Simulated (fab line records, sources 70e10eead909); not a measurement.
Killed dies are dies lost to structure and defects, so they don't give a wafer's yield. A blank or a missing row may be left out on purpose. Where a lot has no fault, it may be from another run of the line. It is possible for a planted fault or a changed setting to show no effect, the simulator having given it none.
Matching of chambers | flow nand_harc | NHARC_A_SGD_CUT_DESCUM_14 on rie_diel-08 has 4 sister chambers
The step chemistry O2, time 3 s. 4 wafers are shown with their chamber, then 7 later ones without.

## WAFERS PAIRED WITH THEIR CHAMBERS
wafer  | chamber | drypump_motor_current_A (A)
L087.2 | 0       | 5.1
L086.5 | 2       | 5.9
L092.1 | 3       | 5.7
L092.4 | 1       | 6.5

## WAFERS WITHOUT THEIR CHAMBER
wafer  | drypump_motor_current_A (A)
L092.6 | 5.9
L093.4 | 5.9
L093.5 | 5.0
L093.6 | 6.5
L096.1 | 5.0
L096.4 | 6.5
L096.6 | 5.0

## THE CHAMBER EACH PASSED THROUGH
wafer  | from the rows above | in truth
L092.6 | 2                   | 2
L093.4 | 2                   | 2
L093.5 | 0                   | 0
L093.6 | 1                   | 1
L096.1 | 0                   | 0
L096.4 | 1                   | 1
L096.6 | 0                   | 0
Correct placement for 7 of the 7. Not placeable from these rows: 0. Wrongly placed: 0.
How it was worked out, from the rows above alone: a wafer's distance from a chamber is the root of the sum, over the readings, of the square of ((its reading less the chamber's mean) divided by the reading's scatter). If the next closest chamber is less than 2 further off than the closest, the wafer can't be placed; otherwise it belongs to the closest. For every chamber, the mean is computed from those of its wafers that are shown. The scatter: root of mean squared gap, hidden wafer to nearest shown wafer, with one shown wafer a chamber.
